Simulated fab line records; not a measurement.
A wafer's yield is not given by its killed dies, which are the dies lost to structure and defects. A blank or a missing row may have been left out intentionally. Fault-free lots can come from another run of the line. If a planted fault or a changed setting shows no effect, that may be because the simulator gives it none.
fab line records    flow nandHarc
[record] lots = 11  wafers = 31  lastDay = 34
route steps=1302 shown A_SGD_CUT@921 A_SLIT@936 A_SIN_REMOVE@951 A_WL_FILL@958 END@1302
lots that met no fault: taken from a fault-free run of the same line
startH: hours from the record's first day to the start of the lot's first wafer shown    waitH: hours elapsed since this lot's preceding step    " the same as in the row above    L1.1+2: a row that stands for several wafers    - no value, or no start given    * or withheld: withheld    < > ~ a bound
route shown NAME@n: a module of which the file shows steps, and the number in the route of the first    usual: mean/standard deviation of fault-free wafers    same: alike in all rows    chamber/n: place in a boat    sites: the reading at each site    _std_site: the standard deviation of these    _edge_site: outer sites' mean less inner sites'    radiusMm: how far each site lies from the wafer's centre    mask NAME#n: copy n    behind: the tool/chamber that last shaped the wafer    hold: reason for holding the lot/hours on hold/outcome of the hold    device: which transistor (n, p or np) failed to switch    end of line: tests of these same wafers at the route's end    for a step that has no rows: nothing shown but its recipe    killed: count of dies lost to structure and defects at first sort (not the wafer's yield)    map: the dies of a wafer, with x for killed, . for not killed, _ for no die there
set.NAME: setting as actually run; set.NAME@STEP: the setting as run at that earlier step    model.NAME: the simulator's own value behind a step, which no gauge read
a sample of lots followed through the steps of the route, with each step as a table and each wafer as a row
services: from which hour (startH, from the record's first day; less than 0 if before it) a tool's chamber was out of use, for how many hours, and why
[[steps]]
[step NHARC_A_SGD_CUT_INSPECT_25]
[usual] rawDefectCount = 378/92
lot.wafer  tool              chamber  startH  waitH  rawDefectCount
L333.2     defectInspect-01  -        451.23  -      386
L333.3     "                 -        "       "      299
L333.6     "                 -        "       "      319
L336.3     defectInspect-01  -        472.17  -      375
L336.4     "                 -        "       "      300
L336.6     "                 -        "       "      295
L335.1     defectInspect-02  -        472.34  -      487
L335.3     "                 -        "       "      422
L335.4     "                 -        "       "      509
L339.4     defectInspect-01  -        493.41  -      346
L339.5     "                 -        "       "      345
L339.6     "                 -        "       "      277
L340.2     defectInspect-02  -        521.41  -      349
L340.5     "                 -        "       "      380
L340.6     "                 -        "       "      341
L344.2     defectInspect-02  -        550.19  -      355
L344.3     "                 -        "       "      324
L344.6     "                 -        "       "      356
L347.1     defectInspect-01  -        588.84  -      365
L348.1     defectInspect-02  -        588.84  -      432
L348.2     "                 -        "       "      497
L348.3     "                 -        "       "      513
L351.1     defectInspect-01  -        616.53  -      409
L351.3     "                 -        "       "      319
L351.6     "                 -        "       "      303
L352.3     defectInspect-02  -        633.73  -      887
L352.5     "                 -        "       "      611
L352.6     "                 -        "       "      417
L354.1     defectInspect-02  -        672.01  -      429
L354.2     "                 -        "       "      466
L354.5     "                 -        "       "      473
[step NHARC_A_SLIT_DESCUM_14]
[recipe] timeS = 3  o2FlowSccm = 200  arFlowSccm = 0  biasPowerW = 0  chemistry = O2
[usual] chamberPressureMTorr = 60.00/0.057  drypumpMotorCurrentA = 5.6/0.35  o2FlowSccm = 200.0/0.59  oesProductAu = 1.003/0.0079  rfVppV = 57.6/0.91  showerheadPlenumPTorr = 1.90/0.083  throttleValvePct = 11.311/0.0099
lot.wafer  tool        chamber  startH  waitH  chamberPressureMTorr  drypumpMotorCurrentA  o2FlowSccm  oesProductAu  rfHoursCounterH  rfVppV  showerheadPlenumPTorr  throttleValvePct
L333.2     rieDiel-02  2        459.15  0.1    60.10                 5.3                   200.9       1.008         2.7              56.1    1.83                   11.323
L333.3     "           0        "       "      60.01                 5.6                   199.0       1.011         2.5              57.5    1.96                   11.311
L333.6     "           1        "       "      59.87                 5.3                   200.5       1.006         -                56.1    1.93                   11.316
L336.4     rieDiel-02  0        477.63  0.1    60.00                 5.6                   199.6       1.001         4.0              56.9    1.96                   11.310
L336.3     "           1        "       "      59.94                 5.3                   199.6       0.997         4.0              58.1    1.93                   11.321
L336.6     "           3        "       "      60.01                 6.2                   200.5       0.995         -                58.2    2.01                   11.312
L335.1     rieDiel-02  3        481.44  0.1    59.99                 6.2                   200.5       0.992         5.2              58.1    2.01                   11.310
L335.4     "           1        "       "      59.94                 5.3                   200.0       1.000         4.6              57.1    1.93                   11.308
L335.3     "           2        "       "      60.12                 5.3                   200.9       1.008         5.3              56.8    1.83                   11.309
L339.4     rieDiel-02  0        499.70  0.1    60.02                 5.6                   199.4       1.005         6.1              57.7    1.96                   11.307
L339.5     "           0        "       "      59.97                 5.6                   198.5       0.998         -                56.8    1.96                   11.311
L339.6     "           1        "       "      60.00                 5.3                   199.4       1.002         -                58.3    1.93                   11.308
L340.2     rieDiel-02  2        528.62  0.1    60.05                 5.3                   200.0       0.994         8.2              56.2    1.83                   11.296
L340.6     "           2        "       "      60.06                 5.3                   200.5       1.006         -                58.7    1.83                   11.302
L340.5     "           3        "       "      60.10                 6.2                   199.8       1.004         -                58.4    2.01                   11.286
L344.3     rieDiel-13  1        556.40  0.1    60.05                 5.5                   199.6       0.989         1.9              58.1    1.80                   11.333
L344.2     "           2        "       "      60.01                 5.8                   201.0       0.988         2.9              59.8    1.93                   11.313
L344.6     "           2        "       "      60.00                 5.8                   200.4       0.981         -                58.0    1.93                   11.302
L347.1     rieDiel-05  2        593.86  0.1    59.92                 6.0                   200.2       1.004         0                56.6    1.79                   11.311
L348.1     rieDiel-13  3        597.73  0.1    59.95                 5.7                   199.6       1.008         5.8              57.2    1.90                   11.300
L348.2     "           0        "       "      60.07                 5.1                   199.7       1.003         4.5              57.5    1.81                   11.316
L348.3     "           1        "       "      60.00                 5.4                   200.0       1.006         4.1              56.5    1.80                   11.313
L351.1     rieDiel-13  2        624.37  0.1    60.00                 5.8                   199.9       0.999         6.5              56.6    1.93                   11.304
L351.3     "           3        "       "      60.02                 5.7                   200.0       1.010         7.4              58.2    1.90                   11.300
L351.6     "           0        "       "      59.99                 5.2                   199.5       1.003         -                58.2    1.81                   11.314
L352.3     rieDiel-02  3        638.76  0.1    59.93                 6.2                   199.5       0.995         4.1              58.3    2.01                   11.281
L352.6     "           0        "       "      60.05                 5.6                   200.8       1.000         -                58.2    1.95                   11.299
L352.5     "           2        "       "      60.03                 5.3                   200.7       1.000         -                56.6    1.83                   11.308
L354.1     rieDiel-02  0        684.19  0.1    59.97                 5.5                   199.1       0.996         9.1              58.5    1.95                   11.309
L354.2     "           3        "       "      59.96                 6.2                   198.8       0.999         8.3              56.8    2.00                   11.294
L354.5     "           2        "       "      60.05                 5.3                   199.5       0.999         -                57.3    1.83                   11.322
[step NHARC_A_SLIT_ETCH_17]
[recipe] biasV = 900  sourceW = withheld  pressureMtorr = 20  arFlowSccm = 375  c4f8FlowSccm = 83.3  o2FlowSccm = 41.7  timeS = 4254.5  targetDepthA = 2.03e+05  chemistry = C4F8/O2/Ar
[usual] chamberPressureMTorr = 19.998/0.02  drypumpMotorCurrentA = 5.91/0.16  heBacksideLeakSccm = 6.7/0.9  o2FlowSccm = 41.73/0.13  showerheadPlenumPTorr = 3.61/0.15  throttleValvePct = 32.045/0.0078
lot.wafer  tool        chamber  startH  waitH  chamberPressureMTorr  drypumpMotorCurrentA  heBacksideLeakSccm  o2FlowSccm  rfHoursCounterH  showerheadPlenumPTorr  throttleValvePct
L333.2     harEtch-02  0        460.40  -      19.970                5.87                  5.4                 41.71       35               3.90                   32.061
L333.3     "           0        461.60  -      20.020                5.90                  5.6                 41.69       -                3.90                   32.040
L333.6     "           1        463.40  -      19.994                5.65                  5.7                 41.80       -                3.61                   32.042
L336.4     harEtch-02  1        480.10  -      20.016                5.66                  5.9                 41.60       -                3.60                   32.056
L336.3     "           0        "       "      19.999                5.85                  5.7                 41.72       -                3.89                   32.043
L336.6     "           0        481.93  -      19.981                5.88                  5.7                 41.86       -                3.89                   32.039
L335.1     harEtch-01  0        484.24  -      20.014                5.98                  6.4                 41.64       269              3.64                   32.045
L335.3     "           0        485.45  -      19.996                6.01                  6.5                 41.77       -                3.64                   32.045
L335.4     "           1        "       "      19.945                6.06                  7.5                 41.53       -                3.46                   32.053
L339.4     harEtch-01  0        502.76  -      19.997                5.95                  6.7                 41.90       -                3.64                   32.029
L339.6     "           1        "       "      19.979                6.08                  7.5                 41.63       -                3.45                   32.044
L339.5     "           0        "       "      19.990                5.95                  6.6                 41.80       -                3.64                   32.042
L340.2     harEtch-01  0        529.87  -      20.036                5.98                  6.9                 41.86       291              3.63                   32.044
L340.6     "           0        532.31  -      20.008                5.97                  6.5                 41.68       -                3.63                   32.048
L340.5     "           1        "       "      19.981                6.07                  7.2                 41.80       -                3.44                   32.049
L344.2     harEtch-01  0        557.65  -      20.027                5.97                  7.0                 41.77       310              3.62                   32.041
L344.3     "           1        559.46  -      19.987                6.09                  7.6                 41.67       -                3.43                   32.056
L344.6     "           1        560.66  -      19.997                6.07                  7.5                 41.78       -                3.44                   32.048
L347.1     harEtch-01  1        595.10  -      19.990                6.06                  7.6                 41.81       329              3.42                   32.042
L348.2     harEtch-01  1        598.99  -      19.993                6.08                  7.8                 41.76       333              3.42                   32.043
L348.1     "           0        "       "      20.053                6.00                  7.2                 41.95       333              3.61                   32.045
L348.3     "           0        600.80  -      20.035                6.00                  7.1                 41.92       -                3.61                   32.052
L351.1     harEtch-02  1        626.60  -      19.983                5.66                  6.2                 41.79       135              3.56                   32.064
L351.3     "           0        "       "      20.018                5.88                  6.1                 41.82       -                3.84                   32.038
L351.6     "           1        629.00  -      20.019                5.67                  6.1                 42.04       -                3.56                   32.051
L352.3     harEtch-02  1        642.11  -      19.994                5.62                  6.1                 41.81       -                3.55                   32.041
L352.6     "           0        "       "      19.992                5.86                  5.9                 41.95       -                3.84                   32.029
L352.5     "           1        "       "      20.006                5.62                  6.3                 41.66       -                3.55                   32.038
L354.1     harEtch-01  0        685.69  -      20.038                6.01                  7.2                 41.80       375              3.58                   32.040
L354.2     "           0        686.89  -      20.001                6.00                  7.3                 41.75       -                3.58                   32.054
L354.5     "           0        690.48  -      19.959                5.95                  6.9                 41.68       -                3.58                   32.049
[step NHARC_A_SIN_REMOVE_INSPECT_04]
[usual] rawDefectCount = 393/90
lot.wafer  tool              chamber  startH  waitH  rawDefectCount
L333.2     defectInspect-02  -        472.02  0.0    420
L333.3     "                 -        "       "      318
L333.6     "                 -        "       "      373
L336.3     defectInspect-02  -        490.59  0.0    349
L336.4     "                 -        "       "      260
L336.6     "                 -        "       "      252
L335.1     defectInspect-02  -        496.35  0.0    440
L335.3     "                 -        "       "      465
L335.4     "                 -        "       "      533
L339.4     defectInspect-02  -        512.63  0.0    371
L339.5     "                 -        "       "      388
L339.6     "                 -        "       "      346
L340.2     defectInspect-02  -        541.74  0.0    376
L340.5     "                 -        "       "      411
L340.6     "                 -        "       "      374
L344.2     defectInspect-01  -        569.14  0.0    380
L344.3     "                 -        "       "      398
L344.6     "                 -        "       "      370
L347.1     defectInspect-02  -        606.90  0.0    673
L348.1     defectInspect-02  -        611.31  0.0    467
L348.2     "                 -        "       "      716
L348.3     "                 -        "       "      499
L351.1     defectInspect-02  -        637.02  0.0    477
L351.3     "                 -        "       "      326
L351.6     "                 -        "       "      283
L352.3     defectInspect-02  -        652.06  0.0    913
L352.5     "                 -        "       "      610
L352.6     "                 -        "       "      435
L354.1     defectInspect-01  -        701.66  0.0    448
L354.2     "                 -        "       "      485
L354.5     "                 -        "       "      491
[step NHARC_A_WL_FILL_ETCHBACK_05]
[recipe] targetDepthA = 220  timeS = 60  tempC = 40  chemistry = Cl2/BCl3
[usual] chamberPressureMTorr = 10.000/0.0091  drypumpMotorCurrentA = 5.7/0.56  heBacksideLeakSccm = 3.30/0.24  oesProductAu = 1.000/0.0063
lot.wafer  tool         chamber  startH  waitH  chamberPressureMTorr  drypumpMotorCurrentA  heBacksideLeakSccm  oesProductAu  rfHoursCounterH
L333.2     rieMetal-01  1        473.63  0.2    10.000                5.4                   3.17                1.011         1.5
L333.3     "            0        "       "      10.006                4.8                   3.66                0.996         -
L333.6     "            0        "       "      10.024                4.8                   3.67                1.005         -
L336.4     rieMetal-03  1        492.37  0.1    9.997                 6.0                   3.37                1.000         -
L336.3     "            0        "       "      9.991                 6.6                   2.95                0.999         -
L336.6     "            1        "       "      10.003                6.0                   3.21                1.004         -
L335.1     rieMetal-02  0        498.10  0.2    9.996                 6.0                   3.45                1.008         0.8
L335.3     "            0        "       "      10.003                6.0                   3.56                1.011         -
L335.4     "            1        "       "      10.003                6.1                   3.18                0.999         -
L339.4     rieMetal-01  1        514.28  0.2    9.987                 5.4                   3.25                1.000         -
L339.5     "            1        "       "      10.017                5.4                   3.36                1.004         -
L339.6     "            0        "       "      9.994                 4.9                   3.45                1.000         -
L340.2     rieMetal-03  0        543.34  0.2    10.011                6.6                   3.25                1.004         0.4
L340.5     "            0        "       "      10.007                6.6                   3.26                1.002         -
L340.6     "            1        "       "      9.997                 6.0                   3.02                1.003         -
L344.2     rieMetal-01  1        572.65  0.2    10.016                5.4                   2.98                1.008         3.1
L344.3     "            0        "       "      10.008                4.8                   3.48                1.016         -
L344.6     "            0        "       "      10.016                4.9                   3.63                1.012         -
L347.1     rieMetal-01  0        608.50  0.2    9.985                 4.9                   3.64                0.991         0.4
L348.1     rieMetal-02  1        613.37  0.2    9.995                 6.1                   3.36                1.012         2.9
L348.2     "            0        "       "      10.005                6.0                   3.36                0.994         2.9
L348.3     "            1        "       "      10.008                6.1                   3.09                1.001         -
L351.1     rieMetal-03  1        638.80  0.2    9.978                 6.0                   3.22                1.011         2.3
L351.3     "            1        "       "      10.005                6.0                   3.46                1.005         -
L351.6     "            0        "       "      9.997                 6.6                   3.18                0.995         -
L352.3     rieMetal-02  1        653.71  0.1    10.015                6.1                   3.15                1.002         -
L352.5     "            0        "       "      9.990                 6.0                   3.42                0.994         -
L352.6     "            1        "       "      9.999                 6.1                   2.89                1.010         -
L354.1     rieMetal-01  1        703.26  0.2    9.987                 5.4                   3.30                0.996         2.3
L354.2     "            0        "       "      9.976                 4.9                   3.82                1.004         2.3
L354.5     "            1        "       "      10.005                5.4                   3.27                0.996         -
[step NHARC_END_SORT_01]
[recipe] tempC = 25
[usual] killedAtArray = 44/16  killedAtOther = 0.6/1.1  killedAtPeriphery = 3.9/2.6  killedDies = 48/16  killedOpen = 3.1/1.9  killedShort = 2.4/1.8
[same] grossDies = 677
lot.wafer  tool       chamber  startH  waitH  killedAtArray  killedAtOther  killedAtPeriphery  killedDies  killedOpen  killedShort
L348.2     prober-01  0        704.90  2.8    44             0              6                  50          2           1
L351.1     prober-01  0        743.75  2.5    42             4              10                 56          2           1
L351.3     prober-01  0        745.35  3.1    39             2              11                 52          5           3
L351.6     prober-01  0        747.74  4.0    38             6              14                 58          4           1
// killed by level:class
L348.2 A_SLIT:unspecified=22 A_SLIT:chamberFilmFlake=8 P_CONTACT:chamberFilmFlake=6 A_CHANNEL_HOLE_D1:chamberFilmFlake=4 A_CONTACT:chamberFilmFlake=3 A_STAIRCASE:chamberFilmFlake=2 A_SOURCE_PLATE:geometricParticle:open=1 A_ONON_D2:geometricParticle:short=1
L351.1 A_CHANNEL_HOLE_D2:chamberFilmFlake=14 P_CONTACT:chamberFilmFlake=9 A_CONTACT:chamberFilmFlake=6 A_CHANNEL_HOLE_D1:chamberFilmFlake=5 A_SLIT:chamberFilmFlake=5 A_STAIRCASE:chamberFilmFlake=4 THIN_TSV:chamberFilmFlake=4 A_ZERO_WELL:chamberFilmFlake=2
L351.3 A_CHANNEL_HOLE_D2:chamberFilmFlake=14 P_CONTACT:chamberFilmFlake=6 A_SLIT:chamberFilmFlake=5 A_CONTACT:chamberFilmFlake=3 A_CHANNEL_HOLE_D1:chamberFilmFlake=3 P_ZERO_WELL:chamberFilmFlake=2 A_ZERO_WELL:chamberFilmFlake=2 A_DECK1_JOINT:chamberFilmFlake=2
L351.6 A_CHANNEL_HOLE_D2:chamberFilmFlake=15 P_CONTACT:chamberFilmFlake=11 THIN_TSV:chamberFilmFlake=6 A_CHANNEL_HOLE_D1:chamberFilmFlake=5 A_DECK1_JOINT:chamberFilmFlake=5 A_STAIRCASE:chamberFilmFlake=5 A_CONTACT:chamberFilmFlake=3 A_SLIT:chamberFilmFlake=2
[[services]]
tool         chamber  startH  hours  kind
rieMetal-02  -        454.00  9.0    pm
rieMetal-03  1        457.94  2.3    repair
rieDiel-05   3        506.30  4.1    repair
rieMetal-02  -        508.82  1.8    repair
rieMetal-02  -        513.25  1.8    repair
rieMetal-02  -        517.31  1.0    repair
rieDiel-13   -        519.00  9.0    pm
rieMetal-03  -        519.00  9.0    pm
rieDiel-05   1        525.55  23.4   repair
rieDiel-05   3        535.63  6.8    repair
rieMetal-02  0        536.62  15.4   repair
rieDiel-02   -        570.70  9.0    pm
rieMetal-03  0        571.74  10.1   repair
rieMetal-01  -        575.00  9.0    pm
rieDiel-02   1        626.30  17.0   repair
rieDiel-13   3        629.27  2.4    repair
rieMetal-02  -        631.00  9.0    pm
rieMetal-01  0        642.99  2.5    repair
rieMetal-02  -        651.85  0.7    repair
rieDiel-02   1        654.36  47.2   repair
rieDiel-13   2        657.32  9.6    repair
rieDiel-02   2        690.58  2.6    repair
rieDiel-13   -        696.00  9.0    pm
rieMetal-03  -        696.00  9.0    pm
[[key]]
[firstSign] step = NHARC_A_SIN_REMOVE_INSPECT_04  reading = rawDefectCount  direction = up  sigmas = 3.3  usual = 393  struck = 694
effect none on later readings
metAt NHARC_A_SLIT_ETCH_17
struckLots L347,L348
struckWafers L347.1,L348.2
rowsEnd L347.1
testerLeftOut L348
notActingAt NHARC_A_SGD_CUT_INSPECT_25,NHARC_A_SLIT_DESCUM_14,NHARC_A_WL_FILL_ETCHBACK_05
onsetBetween 557.65 595.10
[fault] kind = chamberParticleSource  tool = harEtch-01  chamber = 1  onsetH = 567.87  steps = NHARC_A_SLIT_ETCH_17  ratePerVisitCm2 = 0.39819
// testerLeftOut: of these lots the tester's yield and bins aren't shown, on N5 and GAA mostly nor the transistor test; their killed dies are dies lost to structure and defects alone, not to doping, threshold or leakage, so they don't give the yield
// rowsEnd: these wafers met a further fault down the route, and their rows from its step on are left out
